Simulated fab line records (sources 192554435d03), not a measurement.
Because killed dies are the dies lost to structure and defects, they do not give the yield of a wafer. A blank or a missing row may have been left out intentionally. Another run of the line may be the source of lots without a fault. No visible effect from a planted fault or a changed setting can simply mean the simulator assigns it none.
Chamber matching -- flow n5 finfet -- N5_BEOL_M5_STRIP_19 on rie diel-06 has 4 sister chambers
The step strips in O2. 8 wafers are shown with their chamber, then 9 later ones without.

== EACH WAFER AND ITS CHAMBER ==
wafer,chamber,drypump motor current A (A),oes product au (a.u.)
L076.1,2,5.7,0.74
L076.6,2,5.6,0.74
L077.1,1,6.5,0.68
L077.4,0,5.2,0.80
L077.5,3,5.6,0.71
L079.1,3,5.6,0.72
L079.4,1,6.5,0.67
L079.6,0,5.1,0.79

== WAFERS WITHOUT THEIR CHAMBER ==
wafer,drypump motor current A (A),oes product au (a.u.)
L086.1,5.1,0.77
L086.2,5.7,0.69
L086.4,5.7,0.69
L091.1,5.2,0.76
L091.2,5.6,0.72
L091.4,5.6,0.72
L092.4,5.6,0.68
L092.5,5.2,0.76
L092.6,6.5,0.96

== EACH ONE'S CHAMBER ==
wafer,from the rows above,in truth
L086.1,0,0
L086.2,3,3
L086.4,3,3
L091.1,0,0
L091.2,3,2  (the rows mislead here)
L091.4,3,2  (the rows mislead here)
L092.4,3,3
L092.5,0,0
L092.6,can't be placed: 0 or 2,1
Placed correctly: 6 of 9. From these rows, 1 cannot be placed; in 0 the true chamber is one of the candidates. Wrongly placed: 2.
How it was worked out, from the rows above alone: a wafer's distance from a chamber is the root of the sum, over the readings, of the square of ((its reading less the chamber's mean) divided by the reading's scatter). If the next closest chamber is less than 2 further off than the closest, the wafer can't be placed; otherwise it belongs to the closest. The mean given for a chamber averages the wafers shown for that chamber. The scatter: take each reading less its chamber's mean, square it, sum over the shown wafers, divide by the number of wafers less the number of chambers, and take the root.
